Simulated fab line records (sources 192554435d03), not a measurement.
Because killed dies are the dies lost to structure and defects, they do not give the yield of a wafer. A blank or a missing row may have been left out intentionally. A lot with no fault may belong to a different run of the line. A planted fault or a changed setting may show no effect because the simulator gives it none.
Matching of chambers | flow n5-finfet | rie-diel-03 running N5_BEOL_M9_STRIP_67: 4 sister chambers
The step strips in CF4. 4 wafers are shown with their chamber, then 8 later ones without.

WAFERS PAIRED WITH THEIR CHAMBERS
wafer  | chamber | showerhead-plenum-p-Torr (Torr)
L081.5 | 1       | 1.73
L084.3 | 0       | 1.77
L087.2 | 3       | 1.89
L090.2 | 2       | 1.85

WAFERS WITHOUT THEIR CHAMBER
wafer  | showerhead-plenum-p-Torr (Torr)
L090.5 | 1.77
L090.6 | 1.88
L095.1 | 1.72
L095.2 | 1.88
L095.3 | 1.77
L095.4 | 1.85
L095.5 | 1.88
L095.6 | 1.77

EACH ONE'S CHAMBER
wafer  | from the rows above | in truth
L090.5 | 0                   | 0
L090.6 | 3                   | 3
L095.1 | 1                   | 1
L095.2 | 3                   | 3
L095.3 | 0                   | 0
L095.4 | 2                   | 2
L095.5 | 3                   | 3
L095.6 | 0                   | 0
Correct placement for 8 of the 8. Number that these rows cannot place: 0. 0 placed wrongly.
How it was worked out, from the rows above alone: a wafer's distance from a chamber is the root of the sum, over the readings, of the square of ((its reading less the chamber's mean) divided by the reading's scatter). If the next closest chamber is less than 2 further off than the closest, the wafer can't be placed; otherwise it belongs to the closest. A chamber's mean is the mean of its shown wafers. The scatter: with one shown wafer a chamber, the root of the mean of the squares of how far each hidden wafer lies from its nearest shown one.
